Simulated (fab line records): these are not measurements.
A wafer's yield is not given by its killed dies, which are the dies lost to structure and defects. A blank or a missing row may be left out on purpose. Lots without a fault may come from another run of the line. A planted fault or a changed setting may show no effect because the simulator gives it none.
Matching of chambers + flow nand-harc + NHARC_P_M1_CMP_23 on cmp-01 has 4 sister chambers
The step polishes, t overpolish 20 s, target thk 157.82 nm. 16 wafers are shown with their chamber, then 8 later ones without.

== WAFERS PAIRED WITH THEIR CHAMBERS ==
| wafer  | chamber | motor-current-A (A) | time-to-endpoint-s (s) |
|--------|---------|---------------------|------------------------|
| L074.2 | 1       | 13.5                | 30.0                   |
| L074.3 | 2       | 13.2                | 32.0                   |
| L074.6 | 2       | 13.2                | 29.8                   |
| L079.1 | 2       | 12.8                | 29.6                   |
| L079.2 | 1       | 13.6                | 28.1                   |
| L079.4 | 3       | 12.8                | 28.2                   |
| L082.1 | 0       | 12.9                | 28.2                   |
| L082.2 | 3       | 12.5                | 28.7                   |
| L082.4 | 1       | 13.6                | 32.2                   |
| L084.1 | 2       | 12.8                | 26.7                   |
| L084.3 | 3       | 13.3                | 26.7                   |
| L084.5 | 2       | 13.0                | 28.0                   |
| L086.3 | 3       | 12.2                | 28.7                   |
| L086.4 | 1       | 13.8                | 29.5                   |
| L086.5 | 2       | 12.6                | 31.4                   |
| L087.2 | 2       | 12.5                | 27.9                   |

SIGNATURES, as means of the wafers listed above
| reading            | chamber 0 | chamber 1 | chamber 2 | chamber 3 | scatter within a chamber |
|--------------------|-----------|-----------|-----------|-----------|--------------------------|
| motor-current-A    | 12.900    | 13.625    | 12.871    | 12.700    | 0.311                    |
| time-to-endpoint-s | 28.200    | 29.950    | 29.343    | 28.075    | 1.68                     |
Rule: a wafer lies at a distance from a chamber equal to the root of the sum of squares, over the readings, of (its reading less the chamber's mean, divided by the reading's scatter). If the next closest chamber is less than 2 further off than the closest, the wafer can't be placed; otherwise it belongs to the closest. The scatter is the square root of a quotient: the sum, over the shown wafers, of each reading's squared deviation from its chamber's mean, divided by wafers minus chambers.

== WAFERS WITHOUT THEIR CHAMBER ==
| wafer  | motor-current-A (A) | time-to-endpoint-s (s) |
|--------|---------------------|------------------------|
| L087.4 | 12.7                | 27.2                   |
| L087.5 | 12.3                | 27.9                   |
| L095.1 | 13.8                | 29.6                   |
| L095.2 | 13.2                | 26.4                   |
| L095.5 | 12.2                | 28.4                   |
| L096.1 | 13.3                | 31.0                   |
| L096.2 | 13.0                | 30.7                   |
| L096.3 | 13.1                | 26.7                   |

== WHICH CHAMBER EACH WENT THROUGH ==
| wafer  | from the rows above               | in truth |
|--------|-----------------------------------|----------|
| L087.4 | can't be placed: 3 or 0 or 2      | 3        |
| L087.5 | can't be placed: 3 or 0 or 2      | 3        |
| L095.1 | 1                                 | 1        |
| L095.2 | can't be placed: 0 or 3 or 2 or 1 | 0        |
| L095.5 | can't be placed: 3 or 2 or 0      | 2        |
| L096.1 | can't be placed: 1 or 2 or 0 or 3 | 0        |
| L096.2 | can't be placed: 2 or 0 or 3 or 1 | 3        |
| L096.3 | can't be placed: 0 or 3 or 2 or 1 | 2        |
1 of 8 placed correctly. From these rows, 7 cannot be placed; in 7 the true chamber is one of the candidates. Wrongly placed: 0.
